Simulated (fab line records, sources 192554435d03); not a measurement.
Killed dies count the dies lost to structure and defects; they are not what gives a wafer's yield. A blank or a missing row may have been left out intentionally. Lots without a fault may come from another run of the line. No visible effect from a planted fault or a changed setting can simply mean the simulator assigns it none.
Matching of chambers -- flow n5_finfet -- cmp-01 running N5_HKMG_FIN_CMP_94: 4 sister chambers
The step polishes, stops on SiNx, t overpolish 4.7 s, target thk 43.299 nm. 4 wafers are shown with their chamber, then 11 later ones without.

== WAFERS WITH THEIR CHAMBER ==
wafer,chamber,motor_current_A (A)
L088.5,3,11.5
L092.2,2,10.6
L092.3,0,15.3
L094.2,1,12.4

== WAFERS WITHOUT THEIR CHAMBER ==
wafer,motor_current_A (A)
L094.3,11.8
L094.5,11.6
L095.1,14.5
L095.3,11.5
L095.6,15.0
L096.2,11.1
L096.3,14.8
L096.6,11.8
L097.1,11.5
L097.3,10.4
L097.6,12.1

== WHICH CHAMBER EACH ONE RAN IN ==
wafer,from the rows above,in truth
L094.3,can't be placed: 3 or 1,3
L094.5,can't be placed: 3 or 1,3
L095.1,0,0
L095.3,3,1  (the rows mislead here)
L095.6,0,0
L096.2,can't be placed: 3 or 2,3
L096.3,0,0
L096.6,can't be placed: 3 or 1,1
L097.1,3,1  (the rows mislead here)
L097.3,2,2
L097.6,can't be placed: 1 or 3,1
4 of 11 placed correctly. Cannot be placed on the basis of these rows: 5; the candidates contain the true chamber in 5. Number placed wrongly: 2.
How it was worked out, from the rows above alone: a wafer's distance from a chamber is the root of the sum, over the readings, of the square of ((its reading less the chamber's mean) divided by the reading's scatter). If the next closest chamber is less than 2 further off than the closest, the wafer can't be placed; otherwise it belongs to the closest. The mean given for a chamber averages the wafers shown for that chamber. The scatter: with one shown wafer a chamber, the root of the mean of the squares of how far each hidden wafer lies from its nearest shown one.
